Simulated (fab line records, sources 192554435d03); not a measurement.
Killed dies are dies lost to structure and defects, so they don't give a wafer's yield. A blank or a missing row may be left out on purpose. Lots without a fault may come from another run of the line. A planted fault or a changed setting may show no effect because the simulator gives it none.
A struck lot beside a sound one | flow n5_finfet | 39 steps out of a route of 1938
Sound: wafers L665.2, L665.3, L665.6. Struck: wafers L650.5, L650.6. (L650.3 of the same lot was not struck and is left out.) The cause comes at the end.
At each step with rows: each side's tool, then ch and its chambers, then its first start. Under that, the readings that differ: sound wafers | struck wafers | difference of the means | sigmas: that difference in standard deviations of wafers without a fault.
alike: readings whose means differ by less than 2 such deviations, and words and numbers that are the same on both sides. not compared: withheld readings, readings that some wafer has no value for, bounds like >300 that may hide the same value, and numbers for which the record gives no deviation and whose values overlap.
The two part at a step that has a row with sigmas, a row that says differs or no value, or rows on one side only. Numbers that don't overlap but have no deviation are shown without sigmas and don't part them. A reading that every wafer of one side lacks parts them only if that side has two wafers or more.

first, 9 steps without rows for these wafers: N5_MOL_CONTACT_COAG_CVD_140 (deposits W, target thk 66.5 nm, time 215 s); N5_MOL_CONTACT_COAG_PRECLEAN_127 (cleans in DIW, time 57.5 s); N5_MOL_CONTACT_COAG_SRD_128 (dry time 32 s); N5_MOL_CONTACT_COAG_CMP_52 (polishes, stops on SiO2, t overpolish 1.5 s, target thk 66.5 nm); N5_MOL_CONTACT_COAG_ANNEAL_112 (time 1800 s); N5_BEOL_M0_SAQP_PECVD_00 (deposits SiCN from 3MS/NH3, target thk 8 nm, time 14 s); N5_BEOL_M0_SAQP_ILD_DEP_01 (deposits SiOC from DEMS/O2, target thk 45.419 nm, time 8.7 s); N5_BEOL_M0_SAQP_HM_DEP_02 (deposits TiN, target thk 12 nm); N5_BEOL_M0_SAQP_PECVD_03 (deposits SiCN from 3MS/NH3, target thk 12 nm, time 21.1 s).
N5_BEOL_M0_SAQP_PECVD_96: deposits a-Si from SiH4/He, target thk 45 nm, time 45.2 s.
  sound on pecvd-03 ch 0,1,2, day 11 06:26; struck on pecvd-03 ch 0,2, day 7 07:29
  reading                                         | sound          | struck    | difference | sigmas
  run_length_s (s)                                | 81.3 81.0 80.6 | 85.0 84.4 | +3.7       | +8
  model.a-Si_of_BEOL_M0_SAQP_PECVD_96.thk_nm (nm) | 44.6 44.8 45.2 | 48.6 48.8 | +3.8       |
  alike: heater_power_w, showerhead_plenum_p_Torr, susceptor_temp_C, throttle_valve_pct
then, 25 steps without rows for these wafers: N5_BEOL_M0_SAQP_PECVD_97 (deposits SiNx from SiH4/NH3/N2, target thk 23 nm, time 19.9 s); N5_BEOL_M0_SAQP_PECVD_04 (deposits a-Si from SiH4/He, target thk 60 nm, time 60.2 s); N5_BEOL_M0_SAQP_HM_DEP_111 (deposits SiO2 from SiH4/N2O, target thk 12 nm, time 7.2 s); N5_BEOL_M0_SAQP_COAT_81 (time 60 s, resist thk 100 nm); N5_BEOL_M0_SAQP_COAT_82 (time 60 s, resist thk 30 nm); N5_BEOL_M0_SAQP_COAT_08 (resist thk 90 nm); N5_BEOL_M0_SAQP_EBR_10; N5_BEOL_M0_SAQP_SOFTBAKE_09 (time 60 s); N5_BEOL_M0_SAQP_EXPOSE_11 (exposes mask M0 CORE, target cd 42 nm); N5_BEOL_M0_SAQP_PEB_12 (peb time 60 s); N5_BEOL_M0_SAQP_DEVELOP_13 (develop time 30 s); N5_BEOL_M0_SAQP_DESCUM_19 (chemistry O2, time 7.9 s); N5_BEOL_M0_SAQP_ETCH_83 (etches SiARC in CF4, target depth 39 nm, time 65 s); N5_BEOL_M0_SAQP_ETCH_84 (etches SOC in N2/H2, target depth 100 nm, overetch 20 nm, time 150 s); N5_BEOL_M0_SAQP_STRIP_80 (strips in N2/H2); N5_BEOL_M0_SAQP_HM_OPEN_112 (chemistry CHF3/O2, target SiO2, stops on a-Si, target depth 12 nm, time 13.5 s); N5_BEOL_M0_SAQP_STRIP_113 (strips in CHF3/O2); N5_BEOL_M0_SAQP_MANDREL_ETCH_20 (etches a-Si in HBr/Cl2, stops on SiNx, target depth 60 nm, bt time 10 s, time 30 s); N5_BEOL_M0_SAQP_STRIP_86 (strips in N2/H2); N5_BEOL_M0_SAQP_STRIP_115 (strips in post etch residue remover, time 60 s); N5_BEOL_M0_SAQP_SRD_93 (time 30 s); N5_BEOL_M0_SAQP_RECESS_114 (chemistry HF/NH3, target SiO2, target depth 14.4 nm, afs cycles 3, sublimation time 60 s); N5_BEOL_M0_SAQP_SPACER1_ALD_98 (deposits SiO2, target thk 12.8 nm, pulse time 1 s, purge time 2 s); N5_BEOL_M0_SAQP_SPACER1_ETCHBACK_99 (etches SiO2 in CHF3/O2, target depth 15.4 nm, time 7.7 s); N5_BEOL_M0_SAQP_MANDREL1_REMOVE_100 (chemistry HBr/Cl2/O2, target a-Si, stops on SiNx, bt time 10 s).
N5_BEOL_M0_SAQP_MANDREL_ETCH_103: etches a-Si in HBr/Cl2, stops on SiCN, target depth 45 nm, bt time 10 s, time 27 s.
  sound on rie_si-03 ch 0,1,2, day 11 08:52; struck on rie_si-04 ch 2,3, day 7 09:59
  reading                  | sound             | struck      | difference | sigmas
  oes_product_au (a.u.)    | 0.655 0.682 0.696 | 0.702 0.711 | +0.029     | +3
  model.etch.depth_nm (nm) | 44.51 44.71 45.19 | 48.6 48.71  | +3.9       |
  alike: drypump_motor_current_A, throttle_valve_pct
  not compared: rf_hours_counter_h
N5_BEOL_M0_SAQP_SPACER2_ETCHBACK_27: etches SiO2 in CHF3/O2, target depth 22.5 nm, time 11.25 s.
  sound on rie_diel-04 ch 0,1,3, day 11 10:37; struck on rie_diel-02 ch 1,3, day 7 12:04
  reading                                         | sound        | struck    | difference | sigmas
  model.a-Si_of_BEOL_M0_SAQP_PECVD_96.thk_nm (nm) | 42.4 42.6 43 | 46.4 46.6 | +3.8       |
  alike: drypump_motor_current_A, oes_product_au, rf_vpp_V, showerhead_plenum_p_Torr, throttle_valve_pct
  not compared: rf_hours_counter_h
-- the record jumps here: 2 days lie between the struck wafers' starts before and after (it left off in module BEOL_M0_SAQP and takes up again in module BEOL_M4, whose first step shown is number 1111 of the route) --
N5_BEOL_M4_RC_MEAS_101:
  sound on prober-01 ch 0, day 13 20:19; struck on prober-02 ch 0, day 9 17:59
  alike: DIBL_N, DIBL_P, IOFF_N, IOFF_P, ION_N, ION_P, SS_N, SS_P, VT_N, VT_P
then, 1 step without rows for these wafers: N5_PASSIVATION_PROBE_49.

WHERE THEY PART
First at N5_BEOL_M0_SAQP_PECVD_96; last, within this record, at N5_BEOL_M0_SAQP_MANDREL_ETCH_103. Later steps at which nothing parts them and some readings are alike: N5_BEOL_M0_SAQP_SPACER2_ETCHBACK_27, N5_BEOL_M4_RC_MEAS_101.

WHY: what the simulator had put in
Process parameter drift: pecvd-03, from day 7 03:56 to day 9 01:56, at N5_BEOL_M0_SAQP_PECVD_96. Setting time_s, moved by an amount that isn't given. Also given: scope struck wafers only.
